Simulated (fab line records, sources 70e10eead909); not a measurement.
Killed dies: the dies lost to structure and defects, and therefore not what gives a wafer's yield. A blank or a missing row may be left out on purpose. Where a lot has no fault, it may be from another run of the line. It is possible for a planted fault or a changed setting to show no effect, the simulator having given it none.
A lot that was struck, set against a sound lot | flow nand_harc | 14 steps out of a route of 1302
Sound: the wafers L483.1, L483.2, L483.3. The struck wafers were L488.2, L488.3, L488.6. At the end, the cause is stated.
Each step with rows lists, per side, the tool, then ch with its chambers, then its first start. Under that, the readings that differ: sound wafers | struck wafers | difference of the means | sigmas: that difference in standard deviations of wafers without a fault.
alike: words and numbers the same on both sides, and readings whose means are apart by under 2 such deviations; not compared: readings that were withheld, readings missing a value for some wafer, numbers with overlapping values and no deviation given by the record, and bounds like >300 which may hide the same value.
The two part at a step that has a row with sigmas, a row that says differs or no value, or rows on one side only. Numbers that don't overlap but have no deviation are shown without sigmas and don't part them. A reading missing from all wafers of one side parts the sides only when that side holds two or more wafers.

NHARC_A_M0_CMP_23: polishes, t overpolish 20 s, target thk 113.75 nm.
  sound on cmp-02 ch 1,2,3, day 23 15:16; struck on cmp-01 ch 1,2,3, day 24 09:20
  alike: motor_current_A, time_to_endpoint_s
NHARC_A_M0_THK_MEAS_24: measures by xrf.
  sound on film_metro-01 at day 23 15:34; struck on film_metro-02 at day 24 09:36
  alike: thk_nm
after that, 1 step had no rows for these wafers: NHARC_A_M0_SRD_25.
NHARC_A_M0_INSPECT_27:
  sound on defect_inspect-01 at day 23 15:44; struck on defect_inspect-02 at day 24 09:46
  alike: raw_defect_count
NHARC_A_M0_PRE_CLEAN_31: time 12 s.
  sound on pecvd-02 ch 0,1,2, day 23 15:47; struck on pecvd-04 ch 1,2, day 24 09:52
  alike: heater_power_w
NHARC_A_M0_DEP_32: deposits SiCN, target thk 30 nm.
  sound on pecvd-02 ch 0,1,2, day 23 15:52; struck on pecvd-04 ch 1,2, day 24 09:56
  alike: heater_power_w
then, 5 steps without rows for these wafers: NHARC_A_M1_DEP_00 (deposits SiOC, target thk 182.5 nm); NHARC_A_M1_DEHYDRATE_01 (time 120 s); NHARC_A_M1_HMDS_02 (time 30 s); NHARC_A_M1_COAT_34 (time 65 s); NHARC_A_M1_COAT_03 (resist thk 90 nm).
NHARC_A_M1_SOFTBAKE_04: time 55 s.
  sound on litho_track-04 ch 0, day 23 16:00; struck on litho_track-06 ch 0, day 24 10:00
  reading                  | sound                | struck               | difference | sigmas
  heater_power_total_W (W) | 188.40 188.52 188.63 | 193.39 193.79 193.41 | +5.01      | +39
  alike: chill_plate_temp_C, resist_line_temp_C
after that, 1 step had no rows for these wafers: NHARC_A_M1_EBR_05.
NHARC_END_SORT_01:
  the record has rows for the struck wafers here (prober-02 ch 0, day 25 19:24) and none for the sound ones

## WHERE THEY PART
Last at NHARC_END_SORT_01 as far as this record goes, first at NHARC_A_M1_SOFTBAKE_04.

WHY: the cause the simulator had injected
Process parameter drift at NHARC_A_M1_SOFTBAKE_04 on litho_track-06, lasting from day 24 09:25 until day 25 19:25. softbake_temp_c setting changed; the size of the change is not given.
